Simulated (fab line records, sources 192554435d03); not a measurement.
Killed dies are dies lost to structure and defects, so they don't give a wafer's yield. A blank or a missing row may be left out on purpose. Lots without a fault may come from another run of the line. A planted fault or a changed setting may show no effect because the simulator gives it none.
Which tool did it? | flow n5_finfet | 9 lots, 26 wafers sampled, at 6 steps of a route of 1938

WHAT THE GAUGES READ, wafer by wafer
N5_GATE_CUT_INSPECT_15: inspects for defects (brightfield).
lot  | measured     | on                | raw_defect_count
L338 | day 4 21:22  | defect_inspect-02 | 111 91 72
L339 | day 5 07:40  | defect_inspect-01 | 137 77 114
L351 | day 8 01:20  | defect_inspect-01 | 142 92 194
L352 | day 8 04:01  | defect_inspect-01 | 152 115 112
L354 | day 8 17:44  | defect_inspect-02 | 108 110 98
L356 | day 9 14:13  | defect_inspect-01 | 100 124 115
L357 | day 9 18:37  | defect_inspect-01 | 139 115 228
L358 | day 9 22:00  | defect_inspect-02 | 122 94 114
L359 | day 10 07:08 | defect_inspect-01 | 173 138

N5_GATE_CUT_THK_MEAS_24.
lot  | measured     | on            | GC_FILL_THK (nm)
L338 | day 5 00:02  | film_metro-02 | 217.1 218.8 216.8
L339 | day 5 11:11  | film_metro-01 | 219.5 218.2 219.4
L351 | day 8 04:13  | film_metro-02 | 231.2 234.4 231.4
L352 | day 8 06:40  | film_metro-02 | 223.6 228.6 230.9
L354 | day 8 21:04  | film_metro-01 | 228.2 232.2 231.1
L356 | day 9 18:13  | film_metro-01 | 219.4 219.7 217.4
L357 | day 9 21:17  | film_metro-01 | 219.2 218.4 217.4
L358 | day 10 00:40 | film_metro-01 | 216.2 217.7 219.2
L359 | day 10 10:00 | film_metro-01 | 223.6 219.0

N5_BEOL_M4_RC_MEAS_101.
lot  | measured     | on        | DIBL_N (mV/V)  | DIBL_P (mV/V)  | IOFF_N (nA/um)    | IOFF_P (nA/um) | ION_N (uA/um) | ION_P (uA/um) | SS_N (mV/dec)  | SS_P (mV/dec)  | VT_N (mV)   | VT_P (mV)
L338 | day 8 17:17  | prober-01 | 37.9 37.5 35.9 | 38.4 37.2 36.3 | 0.208 0.182 0.166 | 0.24 0.23 0.22 | 696 671 688   | 472 461 474   | 72.1 71.8 70.9 | 73.4 73.3 73.4 | 245 247 247 | -247 -248 -249
L339 | day 9 02:08  | prober-02 | 34.0 36.0 33.7 | 33.8 37.2 33.5 | 0.141 0.186 0.142 | 0.19 0.26 0.19 | 683 685 678   | 462 468 465   | 71.2 71.9 70.4 | 72.1 73.3 72.3 | 250 245 249 | -250 -246 -250
L351 | day 12 03:38 | prober-02 | 34.9 35.6 35.3 | 35.7 35.3 36.2 | 0.146 0.153 0.148 | 0.18 0.18 0.20 | 680 667 676   | 461 459 465   | 70.7 70.9 70.3 | 72.8 73.2 73.6 | 249 250 250 | -250 -250 -252
L352 | day 11 20:23 | prober-02 | 37.2 37.9 36.4 | 36.8 38.4 36.6 | 0.162 0.173 0.152 | 0.21 0.23 0.21 | 670 679 672   | 459 462 456   | 71.5 71.5 72.0 | 73.0 73.5 72.5 | 253 250 251 | -248 -249 -250
L354 | day 12 03:52 | prober-01 | 35.5 37.5 35.3 | 35.8 39.5 35.7 | 0.158 0.209 0.144 | 0.20 0.26 0.20 | 681 700 661   | 464 476 460   | 70.7 71.8 71.2 | 73.1 73.2 72.8 | 246 242 249 | -251 -247 -250
L356 | day 12 22:20 | prober-01 | 34.8 36.9 36.3 | 33.1 36.3 35.8 | 0.112 0.160 0.146 | 0.18 0.23 0.22 | 654 682 679   | 458 474 468   | 71.0 71.2 71.5 | 72.4 73.0 72.6 | 255 248 250 | -251 -247 -249
L357 | day 13 17:22 | prober-01 | 34.4 33.9 36.7 | 34.9 34.4 37.3 | 0.137 0.128 0.166 | 0.18 0.18 0.21 | 666 659 675   | 456 456 459   | 71.0 71.1 71.2 | 72.7 72.4 73.2 | 251 252 250 | -253 -255 -253
L358 | day 14 00:05 | prober-02 | 31.0 36.2 37.6 | 29.9 35.2 38.5 | 0.093 0.162 0.201 | 0.14 0.20 0.26 | 657 678 679   | 459 460 464   | 69.6 71.8 71.5 | 71.6 73.4 73.3 | 255 248 249 | -254 -250 -248
L359 | day 14 00:10 | prober-01 | 36.4 37.0      | 38.0 39.4      | 0.163 0.172       | 0.20 0.22      | 666 676       | 459 464       | 71.1 71.1      | 73.1 73.1      | 246 249     | -252 -251

WHICH TOOL RAN EACH LOT (tool, then ch and the chambers of the sampled wafers, then the start)
lot  | N5_GATE_CUT_CUT_ETCH_53           | N5_GATE_CUT_CUT_ETCH_54           | N5_GATE_CUT_ETCH_47
L338 | rie_metal-02 ch 0,1, day 4 21:48  | rie_metal-02 ch 0,1, day 4 21:52  | rie_metal-02 ch 0,1, day 4 21:57
L339 | rie_metal-01 ch 0,1, day 5 08:40  | rie_metal-01 ch 0,1, day 5 08:43  | rie_metal-01 ch 0,1, day 5 08:49
L351 | rie_metal-01 ch 0,1, day 8 01:46  | rie_metal-01 ch 0,1, day 8 01:49  | rie_metal-01 ch 0,1, day 8 01:55
L352 | rie_metal-03 ch 0,1, day 8 04:26  | rie_metal-03 ch 0,1, day 8 04:30  | rie_metal-03 ch 0,1, day 8 04:35
L354 | rie_metal-03 ch 0,1, day 8 18:29  | rie_metal-03 ch 0,1, day 8 18:34  | rie_metal-03 ch 0,1, day 8 18:40
L356 | rie_metal-01 ch 0,1, day 9 15:05  | rie_metal-01 ch 0,1, day 9 15:09  | rie_metal-01 ch 0,1, day 9 15:14
L357 | rie_metal-03 ch 0,1, day 9 19:03  | rie_metal-03 ch 0,1, day 9 19:07  | rie_metal-03 ch 0,1, day 9 19:12
L358 | rie_metal-03 ch 0,1, day 9 22:25  | rie_metal-03 ch 0,1, day 9 22:29  | rie_metal-03 ch 0,1, day 9 22:34
L359 | rie_metal-01 ch 0,1, day 10 07:49 | rie_metal-01 ch 0,1, day 10 07:52 | rie_metal-01 ch 0,1, day 10 07:56
- N5_GATE_CUT_CUT_ETCH_53: etches W in SF6/Cl2, target depth 79.2 nm.
- N5_GATE_CUT_CUT_ETCH_54: etches TiN in Cl2/BCl3, target depth 96.7 nm.
- N5_GATE_CUT_ETCH_47: etches SiO2 in Cl2/BCl3, target depth 10 nm.

WHAT THE TOOLS THEMSELVES READ (means of the sampled wafers that have a number; where no wafer has one, the mark that the record gives instead)
N5_GATE_CUT_CUT_ETCH_53.
lot  | tool         | SF6_flow_sccm (sccm) | bias_w (W) | drypump_motor_current_A (A) | etch_rf_on_time_s (s) | oes_product_au (a.u.) | rf_fwd_power_W (W) | throttle_valve_pct (%)
L338 | rie_metal-02 | 40.02                | 79.88      | 5.5                         | 26.7                  | 0.69                  | 877                | 29.0
L339 | rie_metal-01 | 39.93                | 80.26      | 6.0                         | 26.0                  | 0.68                  | 876                | 29.3
L351 | rie_metal-01 | 40.05                | 80.07      | 5.8                         | 25.5                  | 0.73                  | 879                | 29.0
L352 | rie_metal-03 | 40.04                | 79.96      | 6.4                         | 26.7                  | 0.75                  | 883                | 28.8
L354 | rie_metal-03 | 40.08                | 80.16      | 6.2                         | 26.3                  | 0.74                  | 881                | 28.9
L356 | rie_metal-01 | 39.89                | 80.16      | 6.0                         | 26.1                  | 0.65                  | 876                | 29.3
L357 | rie_metal-03 | 39.94                | 79.55      | 6.4                         | 26.5                  | 0.75                  | 876                | 28.8
L358 | rie_metal-03 | 40.07                | 80.17      | 6.4                         | 26.5                  | 0.75                  | 877                | 28.8
L359 | rie_metal-01 | 40.07                | 80.10      | 5.9                         | 26.0                  | 0.68                  | 877                | 29.1

N5_GATE_CUT_CUT_ETCH_54.
lot  | tool         | bcl3_flow_sccm (sccm) | bias_w (W) | drypump_motor_current_A (A) | etch_rf_on_time_s (s) | oes_product_au (a.u.) | rf_fwd_power_W (W) | throttle_valve_pct (%)
L338 | rie_metal-02 | 21.74                 | 126.0      | 5.5                         | 37.1                  | 0.69                  | 981                | 22.39
L339 | rie_metal-01 | 21.79                 | 126.4      | 6.0                         | 36.8                  | 0.67                  | 982                | 22.56
L351 | rie_metal-01 | 21.72                 | 126.2      | 5.8                         | 36.1                  | 0.72                  | 980                | 22.27
L352 | rie_metal-03 | 21.75                 | 126.3      | 6.4                         | 37.2                  | 0.75                  | 980                | 22.23
L354 | rie_metal-03 | 21.80                 | 126.2      | 6.2                         | 37.0                  | 0.73                  | 974                | 22.22
L356 | rie_metal-01 | 21.71                 | 126.0      | 6.0                         | 36.3                  | 0.65                  | 975                | 22.57
L357 | rie_metal-03 | 21.79                 | 126.5      | 6.4                         | 36.9                  | 0.75                  | 978                | 22.25
L358 | rie_metal-03 | 21.69                 | 125.7      | 6.4                         | 36.9                  | 0.75                  | 981                | 22.24
L359 | rie_metal-01 | 21.72                 | 126.2      | 5.9                         | 36.1                  | 0.68                  | 984                | 22.43

N5_GATE_CUT_ETCH_47.
lot  | tool         | bcl3_flow_sccm (sccm) | bias_w (W) | drypump_motor_current_A (A) | oes_product_au (a.u.) | rf_fwd_power_W (W) | throttle_valve_pct (%)
L338 | rie_metal-02 | 21.78                 | 125.7      | 5.5                         | 0.77                  | 978                | 22.91
L339 | rie_metal-01 | 21.75                 | 126.4      | 6.0                         | 0.75                  | 975                | 23.09
L351 | rie_metal-01 | -                     | -          | -                           | -                     | -                  | -
L352 | rie_metal-03 | -                     | -          | -                           | -                     | -                  | -
L354 | rie_metal-03 | -                     | -          | -                           | -                     | -                  | -
L356 | rie_metal-01 | 21.77                 | 126.0      | 6.0                         | 0.72                  | 981                | 23.12
L357 | rie_metal-03 | 21.68                 | 126.0      | 6.4                         | 0.83                  | 980                | 22.77
L358 | rie_metal-03 | 21.74                 | 125.6      | 6.4                         | 0.83                  | 981                | 22.78
L359 | rie_metal-01 | 21.81                 | 126.0      | 5.9                         | 0.74                  | 980                | 22.96

THE ANSWER, worked out from the rows above alone
Rule: what is usual is taken from the lots themselves. Put in order of their means at a reading, lots are off if they are a third of the lots or fewer, leave a main group of 4 or more, and stand apart from it by a gap of 3 or more times the standard deviation of the main group's means; of several such gaps the widest counts. A main group whose means are all the same, to the digits that the tables above print for the reading, isn't used. A lot without any number at a reading at which 4 lots or more have one is off too. The other lots that the step has rows for count as sound. The gauges are gone through in route order, then the tools' own readings, and for those a lot's mean is taken as printed above. The first step at which some lot is off is used, and at that step the reading that is off furthest; a lot without a number counts as furthest.
Off: L351, L352, L354, at N5_GATE_CUT_THK_MEAS_24 (GC_FILL_THK). The main group: mean 218.8 nm, standard deviation 1.2.
A tool fits if, at a process step before that reading, it ran every lot that is off, and no sound lot after the first of them. The gauges at N5_GATE_CUT_THK_MEAS_24 aren't tried: what is off there is off at N5_GATE_CUT_CUT_ETCH_53 too, on other tools, and a gauge's error can't cause that. None of those tried fits.

WHAT THE SIMULATOR HAD PUT IN
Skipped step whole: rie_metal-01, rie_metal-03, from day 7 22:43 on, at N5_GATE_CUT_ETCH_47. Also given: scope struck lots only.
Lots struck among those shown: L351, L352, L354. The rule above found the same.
